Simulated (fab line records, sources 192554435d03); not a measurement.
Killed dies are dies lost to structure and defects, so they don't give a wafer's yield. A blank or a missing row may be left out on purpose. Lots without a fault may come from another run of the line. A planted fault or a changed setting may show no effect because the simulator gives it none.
Chamber matching | flow n5_finfet | N5_BEOL_M6_DESCUM_33 on rie_diel-04: 4 sister chambers
The step chemistry O2, time 7 s. 16 wafers are shown with their chamber, then 8 later ones without.

WAFERS WITH THEIR CHAMBER
wafer  | chamber | throttle_valve_pct (%) | showerhead_plenum_p_Torr (Torr) | drypump_motor_current_A (A)
L076.1 | 2       | 20.32                  | 2.19                            | 5.9
L076.3 | 0       | 20.53                  | 2.20                            | 5.9
L076.6 | 2       | 20.33                  | 2.19                            | 6.0
L080.1 | 1       | 20.16                  | 2.13                            | 5.8
L080.3 | 2       | 20.32                  | 2.18                            | 5.9
L080.5 | 2       | 20.33                  | 2.18                            | 5.9
L083.1 | 3       | 19.81                  | 2.24                            | 5.8
L083.5 | 0       | 20.54                  | 2.20                            | 5.9
L083.6 | 1       | 20.19                  | 2.13                            | 5.8
L084.3 | 0       | 20.55                  | 2.20                            | 5.9
L084.4 | 2       | 20.34                  | 2.18                            | 6.0
L084.6 | 2       | 20.33                  | 2.18                            | 6.0
L091.2 | 0       | 20.58                  | 2.19                            | 5.9
L091.3 | 3       | 19.84                  | 2.23                            | 5.8
L091.5 | 1       | 20.18                  | 2.12                            | 5.8
L093.3 | 2       | 20.35                  | 2.18                            | 5.9

SIGNATURES (means of the wafers above)
reading                  | chamber 0 | chamber 1 | chamber 2 | chamber 3 | scatter within a chamber
throttle_valve_pct       | 20.5500   | 20.1767   | 20.3314   | 19.8250   | 0.0158
showerhead_plenum_p_Torr | 2.1975    | 2.1267    | 2.1829    | 2.2350    | 0.00528
drypump_motor_current_A  | 5.900     | 5.800     | 5.943     | 5.800     | 0.0378
Rule: a wafer's distance from a chamber is the root of the sum, over the readings, of the square of ((its reading less the chamber's mean) divided by the reading's scatter). The wafer belongs to the nearest chamber; if the next one is less than 2 further off, it can't be placed. The scatter: the root of (the sum of the squares of (reading less its chamber's mean) over the shown wafers, divided by (wafers less chambers)).

WAFERS WITHOUT THEIR CHAMBER
wafer  | throttle_valve_pct (%) | showerhead_plenum_p_Torr (Torr) | drypump_motor_current_A (A)
L093.5 | 20.19                  | 2.12                            | 5.9
L093.6 | 20.58                  | 2.19                            | 5.9
L092.1 | 19.84                  | 2.23                            | 5.8
L092.2 | 20.21                  | 2.12                            | 5.9
L092.5 | 20.58                  | 2.19                            | 5.9
L095.2 | 19.86                  | 2.23                            | 5.8
L095.5 | 19.87                  | 2.23                            | 5.8
L095.6 | 20.38                  | 2.17                            | 6.0

WHICH CHAMBER EACH WENT THROUGH
wafer  | from the rows above | in truth
L093.5 | 1                   | 1
L093.6 | 0                   | 0
L092.1 | 3                   | 3
L092.2 | 1                   | 1
L092.5 | 0                   | 0
L095.2 | 3                   | 3
L095.5 | 3                   | 3
L095.6 | 2                   | 2
Placed correctly: 8 of 8. Can't be placed from these rows: 0. Placed wrongly: 0.
